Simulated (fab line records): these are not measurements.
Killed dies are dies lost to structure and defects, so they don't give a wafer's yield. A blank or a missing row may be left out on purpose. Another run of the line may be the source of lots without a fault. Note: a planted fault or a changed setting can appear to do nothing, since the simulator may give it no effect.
The tool behind it: which one? / flow nand harc / 12 lots, 36 wafers sampled, at 5 steps of a route of 1302

== WHAT EACH GAUGE READ, for each wafer ==
NHARC_END_SORT_01. Usual: killed at array 52, standard deviation 18; killed at other 0.6, standard deviation 0.83; killed at periphery 4.3, standard deviation 2.8; killed dies 57, standard deviation 19; killed open 3.4, standard deviation 2; killed short 2.5, standard deviation 1.7.
lot=L533; measured=day 24 06:23; on=prober-02; killed at array=94 83 85; killed at other=1 1 0; killed at periphery=5 1 8; killed dies=100 85 93; killed open=3 5 3; killed short=2 2 3; flag=
lot=L535; measured=day 24 20:31; on=prober-02; killed at array=79 83 76; killed at other=0 0 0; killed at periphery=1 4 5; killed dies=80 87 81; killed open=4 2 3; killed short=1 2 4; flag=
lot=L540; measured=day 26 06:37; on=prober-01; killed at array=61 55 66; killed at other=0 1 0; killed at periphery=5 2 2; killed dies=66 58 68; killed open=6 2 2; killed short=3 1 5; flag=
lot=L546; measured=day 29 16:13; on=prober-02; killed at array=29 18 26; killed at other=1 0 0; killed at periphery=3 1 1; killed dies=33 19 27; killed open=5 1 3; killed short=4 2 0; flag=
lot=L547; measured=day 30 08:54; on=prober-02; killed at array=58 74 70; killed at other=1 1 0; killed at periphery=3 2 2; killed dies=62 77 72; killed open=0 4 5; killed short=1 3 1; flag=
lot=L548; measured=day 31 02:07; on=prober-02; killed at array=32 42 33; killed at other=0 1 1; killed at periphery=3 6 3; killed dies=35 49 37; killed open=2 5 4; killed short=2 3 1; flag=
lot=L549; measured=day 30 18:16; on=prober-02; killed at array=66 72 62; killed at other=0 0 0; killed at periphery=2 5 5; killed dies=68 77 67; killed open=2 6 5; killed short=6 4 3; flag=
lot=L552; measured=day 33 05:52; on=prober-01; killed at array=50 64 54; killed at other=1 2 1; killed at periphery=4 4 1; killed dies=55 70 56; killed open=2 6 3; killed short=4 1 2; flag=
lot=L554; measured=day 32 21:17; on=prober-01; killed at array=46 42 49; killed at other=2 0 0; killed at periphery=3 10 6; killed dies=51 52 55; killed open=1 2 3; killed short=5 2 2; flag=
lot=L553; measured=day 33 01:43; on=prober-02; killed at array=49 43 44; killed at other=1 0 0; killed at periphery=8 4 9; killed dies=58 47 53; killed open=8 2 5; killed short=1 1 1; flag=
lot=L555; measured=day 33 12:03; on=prober-02; killed at array=35 25 39; killed at other=0 0 0; killed at periphery=8 3 4; killed dies=43 28 43; killed open=3 0 2; killed short=2 1 2; flag=
lot=L556; measured=day 34 22:08; on=prober-01; killed at array=45 44 53; killed at other=0 0 2; killed at periphery=2 1 3; killed dies=47 45 58; killed open=2 6 3; killed short=2 1 4; flag=

== TOOL THAT RAN EACH LOT (tool first, then ch and the chambers of the sampled wafers, then the start) ==
lot=L533; NHARC_A_STAIRCASE_DESCUM_312=rie diel-08 ch 2,3, day 16 22:25; NHARC_A_STAIRCASE_HM_OPEN_463=rie diel-08 ch 0,3, day 17 00:38 or earlier; NHARC_A_STAIRCASE_ALD_415=ald hk-02 ch 0,3, day 17 00:38; NHARC_A_STAIRCASE_DEP_325=pecvd-01 ch 0,1,2, day 18 11:19
lot=L535; NHARC_A_STAIRCASE_DESCUM_312=rie diel-01 ch 2,3, day 17 10:28; NHARC_A_STAIRCASE_HM_OPEN_463=rie diel-01 ch 1,2, day 17 13:06 or earlier; NHARC_A_STAIRCASE_ALD_415=ald hk-01 ch 0,2,3, day 17 13:06; NHARC_A_STAIRCASE_DEP_325=pecvd-03 ch 0,2, day 18 21:23
lot=L540; NHARC_A_STAIRCASE_DESCUM_312=rie diel-08 ch 0,2,3, day 19 03:31; NHARC_A_STAIRCASE_HM_OPEN_463=rie diel-08 ch 1,2,3, day 19 05:50 or earlier; NHARC_A_STAIRCASE_ALD_415=ald hk-03 ch 0,2,3, day 19 05:50; NHARC_A_STAIRCASE_DEP_325=pecvd-03 ch 0,2, day 20 08:39
lot=L546; NHARC_A_STAIRCASE_DESCUM_312=rie diel-01 ch 1,2,3, day 22 06:13; NHARC_A_STAIRCASE_HM_OPEN_463=rie diel-01 ch 0,1,2, day 22 08:43 or earlier; NHARC_A_STAIRCASE_ALD_415=ald hk-01 ch 0,2,3, day 22 08:43; NHARC_A_STAIRCASE_DEP_325=pecvd-03 ch 1,2, day 23 11:00
lot=L547; NHARC_A_STAIRCASE_DESCUM_312=rie diel-08 ch 2,3, day 23 04:29; NHARC_A_STAIRCASE_HM_OPEN_463=rie diel-08 ch 0,1,2, day 23 06:29 or earlier; NHARC_A_STAIRCASE_ALD_415=ald hk-03 ch 0,3, day 23 06:29; NHARC_A_STAIRCASE_DEP_325=pecvd-02 ch 1,2, day 24 11:39
lot=L548; NHARC_A_STAIRCASE_DESCUM_312=rie diel-10 ch 0,2,3, day 23 06:46; NHARC_A_STAIRCASE_HM_OPEN_463=rie diel-10 ch 1,2,3, day 23 08:50 or earlier; NHARC_A_STAIRCASE_ALD_415=ald hk-03 ch 2,3, day 23 08:50; NHARC_A_STAIRCASE_DEP_325=pecvd-03 ch 0,1,2, day 24 11:27
lot=L549; NHARC_A_STAIRCASE_DESCUM_312=rie diel-10 ch 1,2,3, day 23 15:40; NHARC_A_STAIRCASE_HM_OPEN_463=rie diel-10 ch 0,1,2, day 23 18:00 or earlier; NHARC_A_STAIRCASE_ALD_415=ald hk-03 ch 1,2,3, day 23 18:00; NHARC_A_STAIRCASE_DEP_325=pecvd-03 ch 1,2, day 24 20:55
lot=L552; NHARC_A_STAIRCASE_DESCUM_312=rie diel-10 ch 0,1,2, day 25 04:39; NHARC_A_STAIRCASE_HM_OPEN_463=rie diel-10 ch 0,1,2, day 25 07:32 or earlier; NHARC_A_STAIRCASE_ALD_415=ald hk-03 ch 2,3, day 25 07:32; NHARC_A_STAIRCASE_DEP_325=pecvd-01 ch 0,2, day 26 14:25
lot=L554; NHARC_A_STAIRCASE_DESCUM_312=rie diel-08 ch 0,1, day 25 04:39; NHARC_A_STAIRCASE_HM_OPEN_463=rie diel-08 ch 0,2, day 25 09:47 or earlier; NHARC_A_STAIRCASE_ALD_415=ald hk-01 ch 0,1, day 25 09:47; NHARC_A_STAIRCASE_DEP_325=pecvd-03 ch 0,1,2, day 26 14:25
lot=L553; NHARC_A_STAIRCASE_DESCUM_312=rie diel-10 ch 0,1,3, day 25 06:42; NHARC_A_STAIRCASE_HM_OPEN_463=rie diel-10 ch 0,2,3, day 25 08:49 or earlier; NHARC_A_STAIRCASE_ALD_415=ald hk-02 ch 1,2,3, day 25 08:49; NHARC_A_STAIRCASE_DEP_325=pecvd-02 ch 0,1, day 26 14:28
lot=L555; NHARC_A_STAIRCASE_DESCUM_312=rie diel-08 ch 0,1,2, day 25 23:18; NHARC_A_STAIRCASE_HM_OPEN_463=rie diel-08 ch 0,1,2, day 26 01:31 or earlier; NHARC_A_STAIRCASE_ALD_415=ald hk-01 ch 0,1,2, day 26 01:31; NHARC_A_STAIRCASE_DEP_325=pecvd-01 ch 0,1,2, day 27 07:58
lot=L556; NHARC_A_STAIRCASE_DESCUM_312=rie diel-01 ch 0,1,3, day 27 02:40; NHARC_A_STAIRCASE_HM_OPEN_463=rie diel-01 ch 0,2,3, day 27 05:08 or earlier; NHARC_A_STAIRCASE_ALD_415=ald hk-01 ch 0,1,2, day 27 05:08; NHARC_A_STAIRCASE_DEP_325=pecvd-03 ch 0,1,2, day 28 08:33
- NHARC_A_STAIRCASE_DESCUM_312: chemistry O2, time 3 s.
- NHARC_A_STAIRCASE_HM_OPEN_463: chemistry O2/COS.
- NHARC_A_STAIRCASE_ALD_415: deposits SiO2, target thk 30 nm, pulse time 6 s, ald cycles 300.
- NHARC_A_STAIRCASE_DEP_325: deposits SiO2, target thk 7200 nm.

== WHAT THE TOOLS THEMSELVES READ (means of the sampled wafers that have a number; where no wafer has one, the mark that the record gives instead) ==
NHARC_A_STAIRCASE_DESCUM_312. Usual: drypump motor current A 5.76 A, standard deviation 0.25; oes product au 1.002 a.u., standard deviation 0.0094; rf vpp V 57.7 V, standard deviation 0.86; showerhead plenum p Torr 1.88 Torr, standard deviation 0.088; throttle valve pct 11.310 %, standard deviation 0.0093.
lot=L533; tool=rie diel-08; drypump motor current A (A)=5.89; oes product au (a.u.)=1.006; rf vpp V (V)=57.2; showerhead plenum p Torr (Torr)=1.85; throttle valve pct (%)=11.303; flag=
lot=L535; tool=rie diel-01; drypump motor current A (A)=5.97; oes product au (a.u.)=0.994; rf vpp V (V)=57.4; showerhead plenum p Torr (Torr)=1.83; throttle valve pct (%)=11.298; flag=
lot=L540; tool=rie diel-08; drypump motor current A (A)=5.85; oes product au (a.u.)=1.000; rf vpp V (V)=57.4; showerhead plenum p Torr (Torr)=1.81; throttle valve pct (%)=11.314; flag=
lot=L546; tool=rie diel-01; drypump motor current A (A)=5.96; oes product au (a.u.)=1.008; rf vpp V (V)=57.4; showerhead plenum p Torr (Torr)=1.84; throttle valve pct (%)=11.303; flag=
lot=L547; tool=rie diel-08; drypump motor current A (A)=5.89; oes product au (a.u.)=1.002; rf vpp V (V)=57.0; showerhead plenum p Torr (Torr)=1.83; throttle valve pct (%)=11.309; flag=
lot=L548; tool=rie diel-10; drypump motor current A (A)=5.67; oes product au (a.u.)=1.004; rf vpp V (V)=57.9; showerhead plenum p Torr (Torr)=1.90; throttle valve pct (%)=11.307; flag=
lot=L549; tool=rie diel-10; drypump motor current A (A)=5.60; oes product au (a.u.)=0.999; rf vpp V (V)=57.8; showerhead plenum p Torr (Torr)=1.96; throttle valve pct (%)=11.308; flag=
lot=L552; tool=rie diel-10; drypump motor current A (A)=5.55; oes product au (a.u.)=1.008; rf vpp V (V)=57.7; showerhead plenum p Torr (Torr)=1.94; throttle valve pct (%)=11.324; flag=
lot=L554; tool=rie diel-08; drypump motor current A (A)=5.67; oes product au (a.u.)=1.009; rf vpp V (V)=58.1; showerhead plenum p Torr (Torr)=2.06; throttle valve pct (%)=11.312; flag=
lot=L553; tool=rie diel-10; drypump motor current A (A)=5.81; oes product au (a.u.)=1.002; rf vpp V (V)=58.2; showerhead plenum p Torr (Torr)=1.94; throttle valve pct (%)=11.314; flag=
lot=L555; tool=rie diel-08; drypump motor current A (A)=5.69; oes product au (a.u.)=0.997; rf vpp V (V)=57.8; showerhead plenum p Torr (Torr)=1.97; throttle valve pct (%)=11.303; flag=
lot=L556; tool=rie diel-01; drypump motor current A (A)=5.70; oes product au (a.u.)=0.992; rf vpp V (V)=57.5; showerhead plenum p Torr (Torr)=1.84; throttle valve pct (%)=11.309; flag=

NHARC_A_STAIRCASE_HM_OPEN_463. Usual: bias w 300.1 W, standard deviation 0.87; drypump motor current A 5.75 A, standard deviation 0.26; oes product au 1.001 a.u., standard deviation 0.0093; rf vpp V 466 V, standard deviation 3.1; showerhead plenum p Torr 3.08 Torr, standard deviation 0.14; throttle valve pct 28.331 %, standard deviation 0.0096.
lot=L533; tool=rie diel-08; bias w (W)=300.5; drypump motor current A (A)=5.82; oes product au (a.u.)=0.998; rf vpp V (V)=464; showerhead plenum p Torr (Torr)=2.96; throttle valve pct (%)=28.335; flag=
lot=L535; tool=rie diel-01; bias w (W)=299.7; drypump motor current A (A)=6.11; oes product au (a.u.)=0.996; rf vpp V (V)=465; showerhead plenum p Torr (Torr)=3.02; throttle valve pct (%)=28.331; flag=
lot=L540; tool=rie diel-08; bias w (W)=299.5; drypump motor current A (A)=5.75; oes product au (a.u.)=1.017; rf vpp V (V)=467; showerhead plenum p Torr (Torr)=3.11; throttle valve pct (%)=28.333; flag=
lot=L546; tool=rie diel-01; bias w (W)=300.3; drypump motor current A (A)=5.90; oes product au (a.u.)=0.998; rf vpp V (V)=465; showerhead plenum p Torr (Torr)=3.02; throttle valve pct (%)=28.334; flag=
lot=L547; tool=rie diel-08; bias w (W)=299.8; drypump motor current A (A)=5.69; oes product au (a.u.)=1.002; rf vpp V (V)=465; showerhead plenum p Torr (Torr)=3.05; throttle valve pct (%)=28.342; flag=
lot=L548; tool=rie diel-10; bias w (W)=299.8; drypump motor current A (A)=5.60; oes product au (a.u.)=1.006; rf vpp V (V)=469; showerhead plenum p Torr (Torr)=3.20; throttle valve pct (%)=28.329; flag=
lot=L549; tool=rie diel-10; bias w (W)=300.6; drypump motor current A (A)=5.56; oes product au (a.u.)=1.005; rf vpp V (V)=467; showerhead plenum p Torr (Torr)=3.18; throttle valve pct (%)=28.331; flag=
lot=L552; tool=rie diel-10; bias w (W)=300.5; drypump motor current A (A)=5.54; oes product au (a.u.)=1.001; rf vpp V (V)=469; showerhead plenum p Torr (Torr)=3.17; throttle valve pct (%)=28.328; flag=
lot=L554; tool=rie diel-08; bias w (W)=300.8; drypump motor current A (A)=5.81; oes product au (a.u.)=0.994; rf vpp V (V)=466; showerhead plenum p Torr (Torr)=3.08; throttle valve pct (%)=28.334; flag=
lot=L553; tool=rie diel-10; bias w (W)=300.4; drypump motor current A (A)=5.68; oes product au (a.u.)=1.002; rf vpp V (V)=466; showerhead plenum p Torr (Torr)=3.09; throttle valve pct (%)=28.326; flag=
lot=L555; tool=rie diel-08; bias w (W)=299.9; drypump motor current A (A)=5.69; oes product au (a.u.)=0.992; rf vpp V (V)=469; showerhead plenum p Torr (Torr)=3.20; throttle valve pct (%)=28.338; flag=
lot=L556; tool=rie diel-01; bias w (W)=301.1; drypump motor current A (A)=5.76; oes product au (a.u.)=0.996; rf vpp V (V)=464; showerhead plenum p Torr (Torr)=2.98; throttle valve pct (%)=28.333; flag=

NHARC_A_STAIRCASE_ALD_415. Usual: heater power w 480 W, standard deviation 73; precursor pulse height rel 1.003, standard deviation 0.02.
lot=L533; tool=ald hk-02; heater power w (W)=415; precursor pulse height rel=1.014; flag=
lot=L535; tool=ald hk-01; heater power w (W)=486; precursor pulse height rel=1.018; flag=
lot=L540; tool=ald hk-03; heater power w (W)=552; precursor pulse height rel=1.021; flag=
lot=L546; tool=ald hk-01; heater power w (W)=480; precursor pulse height rel=0.999; flag=
lot=L547; tool=ald hk-03; heater power w (W)=508; precursor pulse height rel=0.993; flag=
lot=L548; tool=ald hk-03; heater power w (W)=603; precursor pulse height rel=1.007; flag=
lot=L549; tool=ald hk-03; heater power w (W)=522; precursor pulse height rel=0.999; flag=
lot=L552; tool=ald hk-03; heater power w (W)=590; precursor pulse height rel=0.989; flag=
lot=L554; tool=ald hk-01; heater power w (W)=407; precursor pulse height rel=1.008; flag=
lot=L553; tool=ald hk-02; heater power w (W)=477; precursor pulse height rel=0.979; flag=
lot=L555; tool=ald hk-01; heater power w (W)=440; precursor pulse height rel=1.009; flag=
lot=L556; tool=ald hk-01; heater power w (W)=439; precursor pulse height rel=1.000; flag=

NHARC_A_STAIRCASE_DEP_325. Usual: heater power w 650 W, standard deviation 71; rf fwd power W 499.5 W, standard deviation 1.6.
lot=L533; tool=pecvd-01; heater power w (W)=608; rf fwd power W (W)=500.1; flag=
lot=L535; tool=pecvd-03; heater power w (W)=702; rf fwd power W (W)=499.0; flag=
lot=L540; tool=pecvd-03; heater power w (W)=653; rf fwd power W (W)=567.3; flag=OFF
lot=L546; tool=pecvd-03; heater power w (W)=619; rf fwd power W (W)=499.6; flag=
lot=L547; tool=pecvd-02; heater power w (W)=628; rf fwd power W (W)=499.7; flag=
lot=L548; tool=pecvd-03; heater power w (W)=637; rf fwd power W (W)=499.7; flag=
lot=L549; tool=pecvd-03; heater power w (W)=618; rf fwd power W (W)=498.3; flag=
lot=L552; tool=pecvd-01; heater power w (W)=687; rf fwd power W (W)=500.9; flag=
lot=L554; tool=pecvd-03; heater power w (W)=682; rf fwd power W (W)=499.0; flag=
lot=L553; tool=pecvd-02; heater power w (W)=610; rf fwd power W (W)=498.9; flag=
lot=L555; tool=pecvd-01; heater power w (W)=747; rf fwd power W (W)=499.3; flag=
lot=L556; tool=pecvd-03; heater power w (W)=716; rf fwd power W (W)=499.6; flag=

== THE ANSWER, worked out from the rows above alone ==
Rule: a lot counts as off when the mean over its wafers that have a number is more than 3 standard deviations away from the usual mean. A lot without any number at a reading at which 4 lots or more have one is off too. The other lots that the step has rows for count as sound. After the gauges, taken in route order, come the tools' own readings; for these a lot's mean is taken, as printed above. At the first step where some lot is off, the reading lying furthest off is the one used; lots without a number count as furthest.
Off, at NHARC_A_STAIRCASE_DEP_325 on rf fwd power W: L540.
A tool fits if, at that step or a process step before it, it ran every lot that is off, and no sound lot after the first of them. With no start given for some of its lots, NHARC_A_STAIRCASE_HM_OPEN_463 uses the hours and lot order of NHARC_A_STAIRCASE_ALD_415. Of those tried, none fits.

== WHAT THE SIMULATOR PUT IN ==
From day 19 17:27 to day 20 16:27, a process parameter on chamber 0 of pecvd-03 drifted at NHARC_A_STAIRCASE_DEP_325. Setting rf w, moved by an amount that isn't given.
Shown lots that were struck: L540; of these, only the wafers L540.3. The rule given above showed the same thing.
